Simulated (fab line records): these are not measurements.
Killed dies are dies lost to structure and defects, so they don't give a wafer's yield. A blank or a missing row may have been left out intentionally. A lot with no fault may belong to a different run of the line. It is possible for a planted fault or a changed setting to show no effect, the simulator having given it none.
Struck lot and sound lot, side by side + flow nand harc + 40 steps out of a route of 1159
Sound: wafers L605.2, L605.3, L605.5. Wafers L588.2, L588.3, L588.4 were the ones struck. At the end, the cause is stated.
At each step with rows: each side's tool, then ch and its chambers, then its first start. Under that, the readings that differ: sound wafers + struck wafers + difference of the means + sigmas: that difference in standard deviations of wafers without a fault.
alike: words and numbers the same on both sides, and readings whose means are apart by under 2 such deviations; not compared: readings that were withheld, readings missing a value for some wafer, numbers with overlapping values and no deviation given by the record, and bounds like >300 which may hide the same value.
Wherever a step has rows on one side only, a row that says differs or no value, or a row with sigmas, the two part there. Numbers that don't overlap but have no deviation are shown without sigmas and don't part them. A reading missing from all wafers of one side parts the sides only when that side holds two or more wafers.

first, 3 steps without rows for these wafers: NHARC_A_CONTACT_ETCH_31 (etches the open film in O2/COS, target depth 2000 nm, time 520 s); NHARC_A_CONTACT_ETCH_134 (etches the open film in C4F8/O2/Ar, time 140 s, target depth 700 nm); NHARC_A_CONTACT_ETCH_135 (etches the open film in C4F8/O2/Ar, time 132 s, target depth 1287 nm).
NHARC_A_CONTACT_ETCH_136: etches the open film in C4F8/O2/Ar, time 132 s, target depth 1287 nm.
  sound on har cap etch-02 ch 0, day 22 03:39; struck on har cap etch-01 ch 0,1, day 18 17:10
  not compared: rf hours counter h
then, 2 steps without rows for these wafers: NHARC_A_CONTACT_ETCH_137 (etches the open film in C4F8/O2/Ar, time 132 s, target depth 1287 nm); NHARC_A_CONTACT_ETCH_138 (etches the open film in C4F8/O2/Ar, time 132 s, target depth 1289 nm).
NHARC_A_CONTACT_ETCH_139: etches the open film in C4F8/O2/Ar, time 137 s, target depth 590 nm.
  sound on har cap etch-02 ch 0, day 22 04:02; struck on har cap etch-01 ch 0,1, day 18 17:32
  not compared: rf hours counter h
NHARC_A_CONTACT_ETCH_92: etches the open film in CH3F/O2, target depth 40 nm, time 85.7 s.
  sound on rie diel-09 ch 1,2, day 22 04:24; struck on rie diel-09 ch 0,1,2, day 18 17:55
  alike: drypump motor current A, o2 flow sccm, oes product au, rf vpp V, showerhead plenum p Torr, throttle valve pct
  not compared: rf hours counter h
then, 1 step without rows for these wafers: NHARC_A_CONTACT_ETCH_98 (etches the open film in C4F6/O2, target depth 20 nm, time 10 s).
NHARC_A_CONTACT_CD_MEAS_15:
  struck on cd sem-02, day 18 18:08; sound on cd sem-03, day 22 04:37
  alike: cd nm
then, 2 steps without rows for these wafers: NHARC_A_CONTACT_STRIP_107 (strips in N2/H2); NHARC_A_CONTACT_STRIP_108 (strips in CF4/CHF3).
NHARC_A_CONTACT_STRIP_109: strips in O2/COS.
  sound on rie diel-09 ch 0,3, day 22 05:13; struck on rie diel-09 ch 1,2,3, day 18 18:24
then, 5 steps without rows for these wafers: NHARC_A_CONTACT_ETCH_110 (etches the open film in CF4/O2, target depth 50 nm, overetch 5 nm, time 27.5 s); NHARC_A_CONTACT_STRIP_26 (strips in O2); NHARC_A_CONTACT_STRIP_27 (strips in post etch residue remover, time 600 s); NHARC_A_CONTACT_ALD_18 (deposits TiN, target thk 3 nm, pulse time 1 s, ald cycles 150); NHARC_A_CONTACT_CVD_19 (deposits W, target thk 300 nm, time 802 s).
NHARC_A_CONTACT_CMP_20: polishes, t overpolish 30 s, target thk 300 nm.
  sound on cmp-04 ch 0,3, day 22 09:41; struck on cmp-01 ch 0,1,2, day 18 21:47
  alike: motor current A, overpolish run s, time to endpoint s
then, 11 steps without rows for these wafers: NHARC_A_CONTACT_SRD_22; NHARC_A_BLC_DEHYDRATE_00 (time 120 s); NHARC_A_BLC_HMDS_01 (time 30 s); NHARC_A_BLC_COAT_02 (time 75 s); NHARC_A_BLC_COAT_03 (time 65 s); NHARC_A_BLC_COAT_04 (resist thk 90 nm); NHARC_A_BLC_SOFTBAKE_05 (time 55 s); NHARC_A_BLC_EBR_06; NHARC_A_BLC_EXPOSE_07 (exposes mask A BLC, target cd 100 nm); NHARC_A_BLC_PEB_08 (peb time 65 s); NHARC_A_BLC_DEVELOP_09 (develop time 35 s).
NHARC_A_BLC_CD_MEAS_10: the cd target is 100 nm.
  sound on cd sem-02 ch 0, day 22 10:35; struck on cd sem-01 ch 0, day 18 22:43
| reading    | sound           | struck            | difference | sigmas |
|------------|-----------------|-------------------|------------|--------|
| cd nm (nm) | 99.5 100.1 99.5 | 100.7 101.2 101.1 | +1.3       | +2     |
NHARC_A_BLC_OVL_MEAS_11:
  struck on overlay-01, day 18 22:48; sound on overlay-02, day 22 10:40
  alike: overlay x nm, overlay y nm
NHARC_A_BLC_DESCUM_15: chemistry O2, time 3 s.
  sound on rie diel-11 ch 0,1,2, day 22 10:48; struck on rie diel-13 ch 0,1,2, day 18 22:54
  alike: drypump motor current A, o2 flow sccm, oes product au, rf vpp V, showerhead plenum p Torr, throttle valve pct
  not compared: rf hours counter h
then, 3 steps without rows for these wafers: NHARC_A_BLC_ETCH_16 (etches the open film in CF4, target depth 39 nm, time 65 s); NHARC_A_BLC_ETCH_17 (etches the open film in N2/H2, target depth 390 nm, time 609.38 s); NHARC_A_BLC_ETCH_18 (etches the open film in C4F8/O2/Ar, target depth 910 nm).
NHARC_A_BLC_CD_MEAS_19:
  struck on cd sem-01, day 19 00:21; sound on cd sem-02, day 22 11:45
  alike: cd nm
then, 2 steps without rows for these wafers: NHARC_A_BLC_STRIP_29 (strips in CF4); NHARC_A_BLC_STRIP_21 (strips in O2).
-- the record jumps here: 2 days lie between the struck wafers' starts before and after (it left off in module A_BLC and takes up again in module END, whose first step shown is number 1159 of the route) --
NHARC_END_SORT_01:
  the record has rows for the struck wafers here (prober-01 ch 0, day 21 01:47) and none for the sound ones

== WHERE THEY PART ==
Last at NHARC_END_SORT_01 as far as this record goes, first at NHARC_A_BLC_CD_MEAS_10.

WHY: the cause the simulator had injected
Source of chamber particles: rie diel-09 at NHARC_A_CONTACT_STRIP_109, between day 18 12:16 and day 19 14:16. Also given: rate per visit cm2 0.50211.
